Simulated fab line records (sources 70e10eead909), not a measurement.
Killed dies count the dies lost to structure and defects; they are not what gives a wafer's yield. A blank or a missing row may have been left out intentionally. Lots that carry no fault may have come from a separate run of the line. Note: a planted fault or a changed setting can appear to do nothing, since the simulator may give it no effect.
fab line records	flow nandHarc
[record] lots = 24	wafers = 72	lastDay = 33
route steps=1302 shown A_CONTACT@1015
lots untouched by any fault: they come from a run of this same line in which no faults occurred
startH: start of the lot's first displayed wafer, in hours after the record's first day	waitH: how many hours have passed since the lot's step before this one	" same as the row above	L1.1+2: a row that stands for several wafers	- either no value or no given start	* or withheld: withheld	< > ~ a bound
route shown NAME@n: NAME is a module with steps in the file, n the number in the route of the first one	usual: mean/standard deviation taken from wafers without a fault	same: alike in all rows	chamber/n: place in a boat	sites: per-site readings	_std_site: how widely they spread, as a standard deviation	_edge_site: mean of outer sites minus mean of inner sites	radiusMm: how far each site lies from the wafer's centre	mask NAME#n: copy n	behind: tool/chamber where the wafer was last shaped	hold: cause of the lot's hold/its duration in hours/its outcome	device: names the non-switching transistor (n, p or np)	end of line: tests run on the same wafers once the route is complete	a step without rows: its recipe alone	killed: count of dies lost to structure and defects at first sort (not the wafer's yield)	map: shows each die of a wafer: x if killed, . if not, _ if none is there
set.NAME: the setting the step ran with; set.NAME@STEP: the setting that earlier step ran with	model.NAME: the simulator's own value behind a step, which no gauge read
one table for each step of the route and one row for each wafer, over a sample of lots
services: from which hour (startH, from the record's first day; less than 0 if before it) a tool's chamber was out of use, for how many hours, and why
[[steps]]
[step NHARC_A_CONTACT_ETCH_121]
[recipe] sourceW = withheld	pressureMtorr = 20	biasV = 3000	timeS = 190	targetDepthA = 18500	arFlowSccm = withheld	c4f8FlowSccm = withheld	o2FlowSccm = withheld	chemistry = C4F8/O2/Ar
[usual] oesAirLineAu = 1.000/0.017
lot.wafer	tool	chamber	startH	waitH	oesAirLineAu	rfHoursCounterH
L076.1	harCapEtch-03	0	509.71	0.1	1.011	39
L076.4	"	0	"	"	0.983	-
L076.3	"	1	"	"	1.019	-
L075.4	harCapEtch-02	0	509.72	0.1	0.998	-
L075.6	"	1	"	"	1.021	-
L075.5	"	0	"	"	0.999	-
L077.3	harCapEtch-02	1	514.40	0.1	1.011	-
L077.5	"	1	"	"	1.024	-
L077.6	"	0	"	"	1.020	-
L074.1	harCapEtch-01	0	519.88	0.2	0.976	2
L074.5	"	1	"	"	1.005	-
L074.6	"	0	"	"	0.997	-
L078.1	harCapEtch-01	1	528.25	0.2	0.995	4
L078.4	"	0	"	"	0.981	-
L078.5	"	1	"	"	1.032	-
L079.3	harCapEtch-02	0	537.37	0.1	0.990	-
L079.4	"	1	"	"	0.988	-
L079.6	"	1	"	"	0.997	-
L080.1	harCapEtch-01	0	538.23	0.1	0.988	8
L080.5	"	1	"	"	0.966	-
L080.6	"	0	"	"	0.980	-
L081.2	harCapEtch-01	0	557.78	0.1	0.992	12
L081.1	"	1	"	"	0.974	12
L081.5	"	0	"	"	1.014	-
L082.1	harCapEtch-03	0	567.62	0.1	0.984	52
L082.3	"	1	"	"	1.027	-
L082.6	"	1	"	"	1.028	-
L083.1	harCapEtch-02	1	580.38	0.1	0.983	102
L083.4	"	0	"	"	1.002	-
L083.3	"	1	"	"	1.032	-
L084.2	harCapEtch-02	1	592.05	0.1	0.992	104
L084.1	"	0	"	"	0.999	104
L084.3	"	0	"	"	1.010	-
L086.2	harCapEtch-01	1	592.28	0.1	0.986	17
L086.6	"	1	"	"	0.994	-
L086.5	"	0	"	"	0.981	-
L085.3	harCapEtch-02	1	600.27	0.1	0.996	-
L085.6	"	1	"	"	0.991	-
L085.5	"	0	"	"	1.026	-
L087.3	harCapEtch-01	1	612.94	0.1	0.997	-
L087.4	"	0	"	"	1.002	-
L087.5	"	0	"	"	0.991	-
L089.2	harCapEtch-02	0	635.70	0.1	1.021	111
L089.1	"	1	"	"	1.001	111
L089.4	"	1	"	"	1.004	-
L088.2	harCapEtch-03	1	636.74	0.1	1.031	64
L088.5	"	0	"	"	1.000	-
L088.6	"	1	"	"	1.022	-
L091.2	harCapEtch-03	0	650.32	0.1	1.007	67
L091.3	"	1	"	"	0.993	-
L091.4	"	0	"	"	1.017	-
L090.2	harCapEtch-01	1	651.15	0.1	0.987	28
L090.1	"	0	"	"	1.001	28
L090.4	"	1	"	"	0.987	-
L092.1	harCapEtch-03	1	669.55	0.2	0.983	70
L092.3	"	1	"	"	0.980	-
L092.6	"	1	"	"	0.992	-
L093.4	harCapEtch-01	1	671.90	0.1	1.013	-
L093.5	"	1	"	"	0.986	-
L093.6	"	0	"	"	0.979	-
L094.1	harCapEtch-03	1	698.70	0.1	0.983	75
L094.2	"	0	"	"	0.998	75
L094.4	"	0	"	"	0.998	-
L095.1	harCapEtch-01	1	700.74	0.1	0.965	36
L095.4	"	1	"	"	1.002	-
L095.3	"	0	"	"	1.003	-
L096.1	harCapEtch-02	1	705.44	0.2	1.028	123
L096.3	"	1	"	"	1.016	-
L096.5	"	1	"	"	1.011	-
L097.3	harCapEtch-03	0	722.91	0.1	0.977	-
L097.4	"	1	"	"	1.019	-
L097.5	"	1	"	"	0.998	-
[step NHARC_A_CONTACT_DEP_58]
[recipe] targetThkA = 900	targetThkNm = 90	tempC = 400	pressureTorr = 3.5	flowSccm = 200	rfW = 350	material = SiON
[usual] heaterPowerW = 792/74
lot.wafer	tool	chamber	startH	waitH	heaterPowerW
L076.1	pecvd-03	1	515.77	2.7	900
L076.3	"	2	"	"	830
L076.4	"	2	"	"	830
L075.6	pecvd-03	1	518.04	0.1	845
L075.4	"	2	"	"	852
L075.5	"	0	"	"	716
L077.3	pecvd-01	1	521.16	1.6	730
L077.6	"	1	"	"	746
L077.5	"	2	"	"	825
L074.1	pecvd-01	0	528.80	2.7	938
L074.5	"	1	"	"	842
L074.6	"	2	"	"	761
L078.1	pecvd-03	0	539.23	2.8	746
L078.5	"	1	"	"	894
L078.4	"	2	"	"	756
L079.3	pecvd-03	2	544.74	1.6	731
L079.6	"	2	"	"	720
L079.4	"	0	"	"	689
L080.1	pecvd-03	2	545.16	2.7	825
L080.5	"	1	"	"	881
L080.6	"	2	"	"	821
L081.2	pecvd-03	0	564.14	2.2	703
L081.1	"	1	"	"	830
L081.5	"	2	"	"	823
L082.3	pecvd-04	1	573.47	1.6	679
L082.1	"	2	"	"	861
L082.6	"	2	"	"	847
L083.3	pecvd-01	1	586.13	1.6	758
L083.1	"	2	"	"	858
L083.4	"	0	"	"	913
L084.2	pecvd-04	0	598.12	2.2	694
L084.1	"	1	"	"	727
L084.3	"	2	"	"	835
L086.2	pecvd-04	0	599.16	2.3	807
L086.6	"	0	"	"	816
L086.5	"	1	"	"	704
L085.3	pecvd-03	2	606.67	1.6	756
L085.6	"	0	"	"	745
L085.5	"	1	"	"	799
L087.3	pecvd-04	0	619.68	1.7	717
L087.4	"	2	"	"	805
L087.5	"	1	"	"	595
L089.2	pecvd-03	0	641.42	2.2	763
L089.1	"	2	"	"	696
L089.4	"	0	"	"	784
L088.2	pecvd-01	1	642.55	2.2	848
L088.5	"	2	"	"	810
L088.6	"	1	"	"	852
L091.2	pecvd-04	2	658.62	2.2	815
L091.3	"	1	"	"	698
L091.4	"	1	"	"	689
L090.1	pecvd-01	0	659.50	2.7	827
L090.2	"	2	"	"	875
L090.4	"	2	"	"	874
L092.3	pecvd-03	2	676.50	1.6	792
L092.1	"	0	"	"	650
L092.6	"	2	"	"	684
L093.4	pecvd-03	2	684.00	1.2	802
L093.5	"	0	"	"	761
L093.6	"	1	"	"	893
L094.1	pecvd-01	2	704.43	2.7	821
L094.2	"	1	"	"	764
L094.4	"	0	"	"	793
L095.1	pecvd-01	1	706.85	2.7	817
L095.3	"	2	"	"	884
L095.4	"	1	"	"	827
L096.3	pecvd-04	2	711.52	1.6	720
L096.1	"	1	"	"	739
L096.5	"	0	"	"	701
L097.3	pecvd-01	1	729.15	1.6	838
L097.4	"	1	"	"	847
L097.5	"	2	"	"	751
[step NHARC_A_CONTACT_ETCH_126]
[recipe] sourceW = withheld	pressureMtorr = 20	biasV = 3000	timeS = 197	targetDepthA = 19180	arFlowSccm = withheld	c4f8FlowSccm = withheld	o2FlowSccm = withheld	chemistry = C4F8/O2/Ar
[usual] oesAirLineAu = 0.998/0.021
lot.wafer	tool	chamber	startH	waitH	oesAirLineAu	rfHoursCounterH
L076.1	harCapEtch-03	0	518.52	0.1	1.028	40
L076.4	"	1	"	"	0.979	-
L076.3	"	0	"	"	1.005	-
L075.4	harCapEtch-02	0	520.84	0.1	0.984	-
L075.5	"	0	"	"	1.024	-
L075.6	"	1	"	"	0.980	-
L077.3	harCapEtch-03	1	524.04	0.1	0.980	-
L077.6	"	1	"	"	0.986	-
L077.5	"	0	"	"	1.003	-
L074.1	harCapEtch-01	0	531.62	0.1	1.021	5
L074.5	"	0	"	"	1.040	-
L074.6	"	1	"	"	0.989	-
L078.1	harCapEtch-02	1	542.34	0.1	1.014	94
L078.4	"	0	"	"	0.988	-
L078.5	"	0	"	"	0.991	-
L079.3	harCapEtch-01	0	547.51	0.1	1.024	-
L079.4	"	1	"	"	1.059	-
L079.6	"	0	"	"	1.006	-
L080.1	harCapEtch-03	1	548.50	0.1	0.989	48
L080.6	"	0	"	"	0.983	-
L080.5	"	1	"	"	0.966	-
L081.2	harCapEtch-02	0	566.97	0.1	0.958	99
L081.1	"	1	"	"	1.009	99
L081.5	"	0	"	"	0.992	-
L082.1	harCapEtch-03	0	576.50	0.1	0.986	53
L082.3	"	0	"	"	0.993	-
L082.6	"	0	"	"	0.999	-
L083.1	harCapEtch-03	0	588.98	0.1	1.018	55
L083.3	"	1	"	"	0.969	-
L083.4	"	0	"	"	1.035	-
L084.2	harCapEtch-01	0	600.94	0.1	0.988	18
L084.1	"	1	"	"	1.012	18
L084.3	"	1	"	"	0.978	-
L086.2	harCapEtch-03	0	602.28	0.2	0.966	58
L086.5	"	0	"	"	0.987	-
L086.6	"	1	"	"	1.000	-
L085.3	harCapEtch-01	0	609.56	0.1	0.990	-
L085.6	"	0	"	"	0.995	-
L085.5	"	1	"	"	0.978	-
L087.4	harCapEtch-03	1	622.54	0.1	1.008	-
L087.3	"	0	"	"	0.996	-
L087.5	"	1	"	"	0.971	-
L088.2	harCapEtch-01	1	645.47	0.1	1.011	25
L088.6	"	0	"	"	0.985	-
L088.5	"	1	"	"	1.014	-
L089.2	harCapEtch-02	1	645.62	0.1	0.979	112
L089.1	"	0	"	"	1.009	112
L089.4	"	0	"	"	0.996	-
L091.2	harCapEtch-01	1	661.63	0.1	1.009	29
L091.3	"	1	"	"	1.003	-
L091.4	"	0	"	"	0.964	-
L090.2	harCapEtch-02	1	662.33	0.1	1.021	115
L090.1	"	0	"	"	1.025	115
L090.4	"	1	"	"	1.013	-
L092.1	harCapEtch-02	0	679.37	0.2	1.042	119
L092.3	"	0	"	"	0.990	-
L092.6	"	1	"	"	1.027	-
L093.4	harCapEtch-01	1	686.80	0.1	0.972	-
L093.6	"	1	"	"	0.985	-
L093.5	"	0	"	"	0.997	-
L094.2	harCapEtch-03	1	707.64	0.1	0.969	76
L094.1	"	0	"	"	0.975	76
L094.4	"	1	"	"	0.994	-
L095.1	harCapEtch-01	0	709.67	0.1	1.007	37
L095.4	"	0	"	"	0.989	-
L095.3	"	1	"	"	0.986	-
L096.1	harCapEtch-02	1	714.34	0.1	0.944	124
L096.3	"	0	"	"	1.015	-
L096.5	"	0	"	"	0.998	-
L097.4	harCapEtch-03	1	731.91	0.1	1.021	-
L097.3	"	0	"	"	0.971	-
L097.5	"	1	"	"	0.987	-
[step NHARC_A_CONTACT_ETCH_132]
[recipe] sourceW = withheld	pressureMtorr = 20	biasV = 3000	timeS = 197	targetDepthA = 19240	arFlowSccm = withheld	c4f8FlowSccm = withheld	o2FlowSccm = withheld	chemistry = C4F8/O2/Ar
[usual] oesAirLineAu = 1.004/0.018
lot.wafer	tool	chamber	startH	waitH	oesAirLineAu	rfHoursCounterH
L076.1	harCapEtch-03	0	519.58	0.1	1.013	41
L076.4	"	1	"	"	1.013	-
L076.3	"	0	"	"	0.990	-
L075.4	harCapEtch-02	0	521.90	0.1	1.009	-
L075.5	"	0	"	"	1.047	-
L075.6	"	1	"	"	0.976	-
L077.3	harCapEtch-03	1	525.10	0.1	1.017	-
L077.6	"	1	"	"	1.011	-
L077.5	"	0	"	"	0.997	-
L074.1	harCapEtch-01	0	532.67	0.1	1.021	6
L074.5	"	0	"	"	1.007	-
L074.6	"	1	"	"	1.022	-
L078.1	harCapEtch-02	1	543.40	0.1	1.028	95
L078.4	"	0	"	"	1.017	-
L078.5	"	0	"	"	0.984	-
L079.3	harCapEtch-01	0	548.57	0.1	0.981	-
L079.4	"	1	"	"	0.998	-
L079.6	"	0	"	"	1.005	-
L080.1	harCapEtch-03	1	549.56	0.1	1.022	49
L080.6	"	0	"	"	0.973	-
L080.5	"	1	"	"	1.002	-
L081.2	harCapEtch-02	0	568.03	0.1	0.994	100
L081.1	"	1	"	"	0.982	100
L081.5	"	0	"	"	1.008	-
L082.1	harCapEtch-03	0	577.55	0.1	0.993	54
L082.3	"	0	"	"	1.010	-
L082.6	"	0	"	"	1.006	-
L083.1	harCapEtch-03	0	590.04	0.1	1.031	56
L083.3	"	1	"	"	1.005	-
L083.4	"	0	"	"	1.048	-
L084.2	harCapEtch-01	0	602.00	0.1	1.029	19
L084.1	"	1	"	"	1.006	19
L084.3	"	1	"	"	1.014	-
L086.2	harCapEtch-03	0	603.70	0.2	1.004	59
L086.5	"	0	"	"	1.001	-
L086.6	"	1	"	"	1.007	-
L085.3	harCapEtch-01	0	610.62	0.1	1.032	-
L085.6	"	0	"	"	1.026	-
L085.5	"	1	"	"	1.016	-
L087.4	harCapEtch-03	1	623.60	0.1	1.022	-
L087.3	"	0	"	"	1.000	-
L087.5	"	1	"	"	1.032	-
L088.2	harCapEtch-01	1	646.53	0.1	1.031	26
L088.6	"	0	"	"	0.986	-
L088.5	"	1	"	"	1.023	-
L089.2	harCapEtch-02	1	646.68	0.1	1.021	113
L089.1	"	0	"	"	0.991	113
L089.4	"	0	"	"	1.003	-
L091.2	harCapEtch-01	1	662.68	0.1	1.018	30
L091.3	"	1	"	"	0.988	-
L091.4	"	0	"	"	0.986	-
L090.2	harCapEtch-02	1	663.38	0.1	0.985	116
L090.1	"	0	"	"	0.996	116
L090.4	"	1	"	"	0.980	-
L092.1	harCapEtch-02	0	680.79	0.2	1.018	120
L092.3	"	0	"	"	1.011	-
L092.6	"	1	"	"	1.025	-
L093.4	harCapEtch-01	1	687.86	0.1	1.018	-
L093.6	"	1	"	"	1.005	-
L093.5	"	0	"	"	1.019	-
L094.2	harCapEtch-03	1	708.70	0.1	1.013	77
L094.1	"	0	"	"	0.991	77
L094.4	"	1	"	"	1.005	-
L095.1	harCapEtch-01	0	710.73	0.1	0.999	38
L095.4	"	0	"	"	1.007	-
L095.3	"	1	"	"	0.993	-
L096.1	harCapEtch-02	1	715.41	0.1	0.994	125
L096.3	"	0	"	"	0.991	-
L096.5	"	0	"	"	0.974	-
L097.4	harCapEtch-03	1	732.97	0.1	1.022	-
L097.3	"	0	"	"	0.967	-
L097.5	"	1	"	"	1.016	-
[step NHARC_A_CONTACT_ETCH_137]
[recipe] sourceW = withheld	pressureMtorr = 20	biasV = 1200	timeS = 311	targetDepthA = 19120	arFlowSccm = withheld	c4f8FlowSccm = withheld	o2FlowSccm = withheld	chemistry = C4F8/O2/Ar
[usual] oesAirLineAu = 1.001/0.019
lot.wafer	tool	chamber	startH	waitH	oesAirLineAu	rfHoursCounterH
L076.1	harCapEtch-02	0	529.28	0.2	0.961	91
L076.3	"	0	"	"	0.995	-
L076.4	"	1	"	"	1.000	-
L075.4	harCapEtch-03	1	530.57	0.2	0.970	-
L075.5	"	0	"	"	1.000	-
L075.6	"	1	"	"	0.987	-
L077.3	harCapEtch-03	1	536.32	0.2	1.018	-
L077.5	"	1	"	"	1.013	-
L077.6	"	0	"	"	0.998	-
L074.1	harCapEtch-03	1	541.54	0.2	0.976	47
L074.6	"	0	"	"	0.994	-
L074.5	"	1	"	"	1.001	-
L078.1	harCapEtch-02	1	550.05	0.2	1.029	96
L078.4	"	1	"	"	0.995	-
L078.5	"	0	"	"	0.990	-
L079.4	harCapEtch-03	0	557.38	0.2	1.029	-
L079.3	"	1	"	"	1.023	-
L079.6	"	1	"	"	1.007	-
L080.1	harCapEtch-02	1	557.89	0.2	0.994	98
L080.6	"	0	"	"	0.998	-
L080.5	"	1	"	"	0.996	-
L081.2	harCapEtch-01	1	574.91	0.2	0.986	13
L081.1	"	0	"	"	0.987	13
L081.5	"	0	"	"	1.002	-
L082.1	harCapEtch-01	1	584.30	0.2	0.962	15
L082.3	"	1	"	"	0.995	-
L082.6	"	1	"	"	0.962	-
L083.1	harCapEtch-03	0	597.91	0.3	1.025	57
L083.3	"	0	"	"	1.027	-
L083.4	"	1	"	"	0.984	-
L084.1	harCapEtch-02	0	609.68	0.4	1.014	108
L084.2	"	1	"	"	0.993	108
L084.3	"	1	"	"	0.989	-
L086.2	harCapEtch-03	1	611.23	0.3	1.010	60
L086.5	"	1	"	"	1.024	-
L086.6	"	0	"	"	1.019	-
L085.3	harCapEtch-02	0	618.53	0.2	1.022	-
L085.6	"	1	"	"	0.981	-
L085.5	"	0	"	"	1.000	-
L087.4	harCapEtch-01	1	631.89	0.3	0.997	-
L087.3	"	0	"	"	0.993	-
L087.5	"	1	"	"	1.004	-
L088.2	harCapEtch-02	1	654.02	0.2	1.041	114
L088.6	"	0	"	"	1.010	-
L088.5	"	1	"	"	1.029	-
L089.1	harCapEtch-03	1	655.92	0.2	0.986	68
L089.2	"	0	"	"	1.003	68
L089.4	"	0	"	"	1.021	-
L091.2	harCapEtch-02	0	670.66	0.2	0.992	118
L091.4	"	0	"	"	1.011	-
L091.3	"	1	"	"	1.006	-
L090.1	harCapEtch-03	1	671.84	0.3	1.021	72
L090.2	"	0	"	"	1.005	72
L090.4	"	1	"	"	1.068	-
L092.1	harCapEtch-03	0	687.49	0.2	0.994	73
L092.3	"	0	"	"	1.021	-
L092.6	"	1	"	"	1.011	-
L093.4	harCapEtch-02	0	694.89	0.2	1.013	-
L093.6	"	1	"	"	0.963	-
L093.5	"	0	"	"	1.016	-
L094.2	harCapEtch-03	0	715.39	0.2	1.013	78
L094.1	"	1	"	"	0.984	78
L094.4	"	0	"	"	1.008	-
L095.1	harCapEtch-01	0	717.24	0.2	1.004	39
L095.3	"	0	"	"	1.024	-
L095.4	"	1	"	"	1.006	-
L096.1	harCapEtch-01	1	726.64	0.2	1.005	41
L096.3	"	0	"	"	0.998	-
L096.5	"	0	"	"	0.993	-
L097.3	harCapEtch-03	1	741.12	0.2	0.965	-
L097.4	"	0	"	"	0.987	-
L097.5	"	1	"	"	0.981	-
[step NHARC_A_CONTACT_CMP_20]
[recipe] tOverpolishS = 30	targetThkNm = 300
[usual] motorCurrentA = 12.0/1.1	overpolishRunS = 29.999/0.0094	timeToEndpointS = 61/3.3
lot.wafer	tool	chamber	startH	waitH	motorCurrentA	overpolishRunS	timeToEndpointS
L076.4	cmp-04	1	533.25	0.5	12.4	30.002	58
L076.1	"	2	"	"	11.0	30.006	66
L076.3	"	0	"	"	11.4	30.005	62
L075.4	cmp-01	0	534.02	0.4	13.9	30.004	59
L075.6	"	3	"	"	10.8	30.010	58
L075.5	"	0	"	"	13.3	29.999	61
L077.3	cmp-04	1	539.63	0.6	12.7	30.015	60
L077.6	"	3	"	"	11.4	30.009	58
L077.5	"	0	"	"	11.8	29.993	63
L074.1	cmp-01	2	545.03	0.8	9.8	29.999	59
L074.6	"	3	"	"	10.6	30.015	58
L074.5	"	0	"	"	13.1	29.996	65
L078.1	cmp-02	2	553.43	0.7	12.2	29.989	66
L078.4	"	0	"	"	10.8	29.988	60
L078.5	"	1	"	"	13.5	30.015	60
L079.3	cmp-02	1	560.69	0.4	13.7	30.007	58
L079.4	"	3	"	"	13.3	29.996	64
L079.6	"	2	"	"	11.3	30.007	65
L080.1	cmp-01	1	561.47	0.7	10.9	29.987	61
L080.5	"	0	"	"	13.2	29.988	59
L080.6	"	1	"	"	12.1	30.003	63
L081.1	cmp-02	3	578.36	0.8	13.9	30.000	66
L081.2	"	2	"	"	12.2	29.988	64
L081.5	"	0	"	"	10.2	29.988	62
L082.1	cmp-01	0	587.63	0.7	13.5	30.019	60
L082.3	"	1	"	"	11.3	30.005	63
L082.6	"	0	"	"	13.0	30.004	62
L083.3	cmp-01	1	601.53	0.5	11.2	30.007	60
L083.4	"	2	"	"	10.7	30.001	56
L083.1	"	3	"	"	11.0	29.994	60
L084.1	cmp-02	2	614.77	0.8	11.5	29.991	66
L084.2	"	3	"	"	13.1	30.004	64
L084.3	"	0	"	"	10.9	30.001	64
L086.2	cmp-04	2	615.62	0.8	12.0	29.988	63
L086.5	"	1	"	"	13.0	30.004	59
L086.6	"	2	"	"	11.8	29.988	64
L085.3	cmp-01	3	621.80	0.6	10.9	29.991	58
L085.6	"	0	"	"	13.0	30.007	65
L085.5	"	1	"	"	11.1	30.004	60
L087.4	cmp-02	3	635.63	0.4	13.2	29.994	63
L087.3	"	0	"	"	10.3	30.004	60
L087.5	"	3	"	"	13.7	29.985	65
L088.2	cmp-04	0	657.39	0.8	11.2	29.983	63
L088.5	"	1	"	"	12.9	29.980	60
L088.6	"	2	"	"	12.0	29.993	64
L089.2	cmp-02	0	659.39	0.6	11.2	30.004	63
L089.4	"	1	"	"	13.1	29.988	58
L089.1	"	3	"	"	12.8	30.002	63
L091.4	cmp-04	2	674.31	0.5	12.0	29.983	61
L091.3	"	3	"	"	11.5	29.997	56
L091.2	"	1	"	"	12.3	29.998	57
L090.1	cmp-04	1	675.47	0.6	12.2	30.007	55
L090.2	"	2	"	"	11.7	30.002	61
L090.4	"	0	"	"	11.0	30.002	58
L092.1	cmp-04	2	690.85	0.6	12.1	29.985	63
L092.3	"	0	"	"	11.4	30.014	59
L092.6	"	2	"	"	11.0	30.007	64
L093.4	cmp-04	1	698.08	0.5	13.6	29.984	54
L093.6	"	1	"	"	13.2	29.990	55
L093.5	"	2	"	"	11.6	29.980	58
L094.4	cmp-02	0	718.75	0.5	10.7	30.016	59
L094.1	"	1	"	"	13.1	29.991	58
L094.2	"	3	"	"	13.5	30.015	65
L095.4	cmp-04	3	720.59	0.4	11.4	29.987	61
L095.3	"	0	"	"	12.0	29.995	64
L095.1	"	2	"	"	11.4	30.012	67
L096.3	cmp-02	3	729.93	0.4	12.5	30.004	61
L096.1	"	0	"	"	10.6	30.001	57
L096.5	"	0	"	"	10.9	29.989	56
L097.3	cmp-02	2	744.36	0.4	12.2	30.017	61
L097.4	"	0	"	"	10.6	29.991	56
L097.5	"	3	"	"	13.0	29.999	61
[[services]]
tool	chamber	startH	hours	kind
pecvd-01	-	492.30	13.0	pm
harCapEtch-01	-	498.15	17.0	pm
cmp-04	-	503.02	4.0	pm
cmp-02	-	503.40	3.3	repair
pecvd-01	1	511.45	3.5	repair
cmp-02	-	523.55	1.0	repair
cmp-02	-	527.65	4.0	pm
pecvd-03	-	547.16	13.0	pm
cmp-01	-	577.50	4.0	pm
pecvd-01	-	592.65	5.9	repair
cmp-04	-	601.02	4.0	pm
cmp-01	-	606.63	3.8	repair
pecvd-01	1	625.14	10.8	repair
cmp-02	-	625.76	4.0	pm
pecvd-04	-	631.00	13.0	pm
cmp-04	-	631.18	0.5	repair
cmp-02	-	651.62	0.3	repair
pecvd-04	0	667.57	7.7	repair
pecvd-01	-	673.38	13.0	pm
pecvd-03	1	697.70	5.4	repair
cmp-04	-	699.02	4.0	pm
cmp-04	-	709.96	0.3	repair
cmp-02	-	723.76	4.0	pm
pecvd-03	-	728.18	13.0	pm
[[key]]
fault none
